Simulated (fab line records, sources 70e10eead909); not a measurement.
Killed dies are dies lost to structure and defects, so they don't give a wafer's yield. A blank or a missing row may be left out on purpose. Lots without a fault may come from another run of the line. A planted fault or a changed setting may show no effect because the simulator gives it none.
Which tool did it? | flow nand_harc | 11 lots, 33 wafers sampled, at 6 steps of a route of 1159

WHAT THE GAUGES READ, wafer by wafer
NHARC_P_BONDPAD_THK_MEAS_33: measures by ellipsometry.
lot  | measured     | on            | thk_nm (nm)
L497 | day 6 19:38  | film_metro-02 | 197.9 201.0 201.9
L500 | day 7 04:37  | film_metro-02 | 197.6 196.4 199.4
L501 | day 7 05:24  | film_metro-01 | 210.7 206.1 206.7 211.2 208.3 205.2
L503 | day 8 00:05  | film_metro-02 | 207.2 203.7 203.0 206.7 204.1 205.0
L504 | day 7 23:44  | film_metro-02 | 200.3 197.8 199.5
L514 | day 10 15:18 | film_metro-02 | 199.3 201.0 198.8
L513 | day 10 15:40 | film_metro-01 | 201.0 198.7 198.6
L516 | day 10 23:17 | film_metro-02 | 201.7 197.1 199.8
L517 | day 11 06:29 | film_metro-01 | 198.8 200.0 197.2
L518 | day 11 11:17 | film_metro-02 | 201.0 201.4 202.1
L519 | day 11 21:15 | film_metro-02 | 201.4 200.1 200.5

NHARC_END_SORT_01.
lot  | measured     | on        | defect_limited_yield (%) | killed_at_array | killed_at_other | killed_at_periphery | killed_dies | killed_open | killed_short | sort_bin_2_pct (%) | sort_bin_3_pct (%) | sort_bin_4_pct (%) | sort_n_pass | sort_rim_yield_pct (%) | sort_yield_pct (%)
L501 | day 20 02:40 | prober-01 | 95.9                     | 24              | 1               | 3                   | 28          | 0           | 1            | 1.6                | 0.15               | 2.4                | 649         | 93                     | 95.9

WHICH TOOL RAN EACH LOT (tool, then ch and the chambers of the sampled wafers, then the start)
lot  | NHARC_P_M2_ETCH_35                 | NHARC_P_M2_ANNEAL_31             | NHARC_P_BONDPAD_DEP_00          | NHARC_P_BONDPAD_CMP_32
L497 | rie_diel-03 ch 0,3, day 6 15:55    | rtp_anneal-02 ch 0, day 6 17:46  | pecvd-02 ch 0,1,2, day 6 19:07  | cmp-02 ch 0,3, day 6 19:25
L500 | rie_diel-04 ch 1,2,3, day 7 00:50  | rtp_anneal-01 ch 0, day 7 02:36  | pecvd-03 ch 0,1, day 7 03:57    | cmp-04 ch 0,1,3, day 7 04:25
L501 | rie_diel-06 ch 0,3, day 7 00:52    | rtp_anneal-02 ch 0, day 7 02:44  | pecvd-02 ch 1,2, day 7 04:10    | cmp-03 ch 0,1,2, day 7 05:13
L503 | rie_diel-06 ch 0,1,2, day 7 19:22  | rtp_anneal-01 ch 0, day 7 21:08  | pecvd-02 ch 0,1,2, day 7 22:37  | cmp-03 ch 0,1,2, day 7 23:50
L504 | rie_diel-06 ch 1,2, day 7 19:54    | rtp_anneal-02 ch 0, day 7 21:47  | pecvd-02 ch 0,1,2, day 7 23:08  | cmp-04 ch 0,1,3, day 7 23:29
L514 | rie_diel-04 ch 0,1,3, day 10 11:26 | rtp_anneal-02 ch 0, day 10 13:11 | pecvd-04 ch 0,1, day 10 14:34   | cmp-02 ch 0,3, day 10 15:03
L513 | rie_diel-04 ch 0,2, day 10 11:53   | rtp_anneal-02 ch 0, day 10 13:39 | pecvd-03 ch 0,1, day 10 15:01   | cmp-04 ch 0,1, day 10 15:25
L516 | rie_diel-03 ch 0,1,3, day 10 19:20 | rtp_anneal-02 ch 0, day 10 21:03 | pecvd-03 ch 1,2, day 10 22:25   | cmp-04 ch 0,1,3, day 10 23:02
L517 | rie_diel-04 ch 0,1,2, day 11 02:45 | rtp_anneal-01 ch 0, day 11 04:27 | pecvd-02 ch 0,1,2, day 11 05:52 | cmp-03 ch 0,2,3, day 11 06:15
L518 | rie_diel-03 ch 0,2, day 11 07:23   | rtp_anneal-01 ch 0, day 11 09:17 | pecvd-03 ch 0,2, day 11 10:43   | cmp-04 ch 1,2, day 11 11:01
L519 | rie_diel-06 ch 0,1, day 11 17:31   | rtp_anneal-01 ch 0, day 11 19:15 | pecvd-03 ch 0,1,2, day 11 20:35 | cmp-03 ch 2,3, day 11 21:01
- NHARC_P_M2_ETCH_35: etches the open film in N2/H2, target depth 40 nm, overetch 12 nm, time 43.94 s.
- NHARC_P_M2_ANNEAL_31: time 90 s.
- NHARC_P_BONDPAD_DEP_00: deposits SiCN, target thk 250 nm.
- NHARC_P_BONDPAD_CMP_32: polishes SiCN, target thk 200 nm.

WHAT THE TOOLS THEMSELVES READ (means of the sampled wafers that have a number; where no wafer has one, the mark that the record gives instead)
NHARC_P_M2_ETCH_35.
lot  | tool        | drypump_motor_current_A (A) | oes_product_au (a.u.) | rf_vpp_V (V) | showerhead_plenum_p_Torr (Torr) | throttle_valve_pct (%)
L497 | rie_diel-03 | 6.1                         | 1.000                 | 431.0        | 2.06                            | 14.168
L500 | rie_diel-04 | 5.6                         | 1.006                 | 430.0        | 2.04                            | 14.165
L501 | rie_diel-06 | 5.0                         | 1.008                 | 431.7        | 2.06                            | 14.168
L503 | rie_diel-06 | 5.6                         | 1.007                 | 429.0        | 2.00                            | 14.175
L504 | rie_diel-06 | 6.2                         | 1.010                 | 429.4        | 1.99                            | 14.172
L514 | rie_diel-04 | 5.7                         | 1.001                 | 431.7        | 2.06                            | 14.167
L513 | rie_diel-04 | 5.7                         | 1.003                 | 429.4        | 2.03                            | 14.171
L516 | rie_diel-03 | 5.8                         | 0.998                 | 432.4        | 2.08                            | 14.174
L517 | rie_diel-04 | 5.6                         | 1.009                 | 430.7        | 2.04                            | 14.169
L518 | rie_diel-03 | 5.4                         | 0.995                 | 429.3        | 1.99                            | 14.182
L519 | rie_diel-06 | 5.5                         | 1.007                 | 428.9        | 1.96                            | 14.182

NHARC_P_M2_ANNEAL_31.
lot  | tool          | wafer_temp_C_max
L497 | rtp_anneal-02 | 226.6
L500 | rtp_anneal-01 | 226.3
L501 | rtp_anneal-02 | 226.7
L503 | rtp_anneal-01 | 226.2
L504 | rtp_anneal-02 | 226.8
L514 | rtp_anneal-02 | 226.7
L513 | rtp_anneal-02 | 226.8
L516 | rtp_anneal-02 | 227.0
L517 | rtp_anneal-01 | 226.2
L518 | rtp_anneal-01 | 226.2
L519 | rtp_anneal-01 | 226.3

NHARC_P_BONDPAD_DEP_00.
lot  | tool     | heater_power_w (W)
L497 | pecvd-02 | 613
L500 | pecvd-03 | 527
L501 | pecvd-02 | 631
L503 | pecvd-02 | 590
L504 | pecvd-02 | 618
L514 | pecvd-04 | 618
L513 | pecvd-03 | 494
L516 | pecvd-03 | 559
L517 | pecvd-02 | 568
L518 | pecvd-03 | 629
L519 | pecvd-03 | 555

NHARC_P_BONDPAD_CMP_32.
lot  | tool   | motor_current_A (A) | slurry_flow_ml_min
L497 | cmp-02 | 13.2                | 150.2
L500 | cmp-04 | 12.1                | 150.3
L501 | cmp-03 | 12.5                | 150.0
L503 | cmp-03 | 12.5                | 150.0
L504 | cmp-04 | 11.7                | 150.0
L514 | cmp-02 | 12.9                | 150.2
L513 | cmp-04 | 11.3                | 150.5
L516 | cmp-04 | 12.4                | 150.0
L517 | cmp-03 | 13.0                | 149.9
L518 | cmp-04 | 11.2                | 149.7
L519 | cmp-03 | 12.7                | 150.0

THE ANSWER, worked out from the rows above alone
Rule: what is usual is taken from the lots themselves. Put in order of their means at a reading, lots are off if they are a third of the lots or fewer, leave a main group of 4 or more, and stand apart from it by a gap of 3 or more times the standard deviation of the main group's means; of several such gaps the widest counts. A main group whose means are all the same, to the digits that the tables above print for the reading, isn't used. A lot without any number at a reading at which 4 lots or more have one is off too. The other lots that the step has rows for count as sound. The gauges are gone through in route order, then the tools' own readings, and for those a lot's mean is taken as printed above. The first step at which some lot is off is used, and at that step the reading that is off furthest; a lot without a number counts as furthest.
Off: L501, L503, at NHARC_P_BONDPAD_THK_MEAS_33 (thk_nm). The main group: mean 199.6 nm, standard deviation 1.
A tool fits if, at a process step before that reading, it ran every lot that is off, and no sound lot after the first of them. The gauges at NHARC_P_BONDPAD_THK_MEAS_33 are tried like those tools. None of those tried fits.

WHAT THE SIMULATOR HAD PUT IN
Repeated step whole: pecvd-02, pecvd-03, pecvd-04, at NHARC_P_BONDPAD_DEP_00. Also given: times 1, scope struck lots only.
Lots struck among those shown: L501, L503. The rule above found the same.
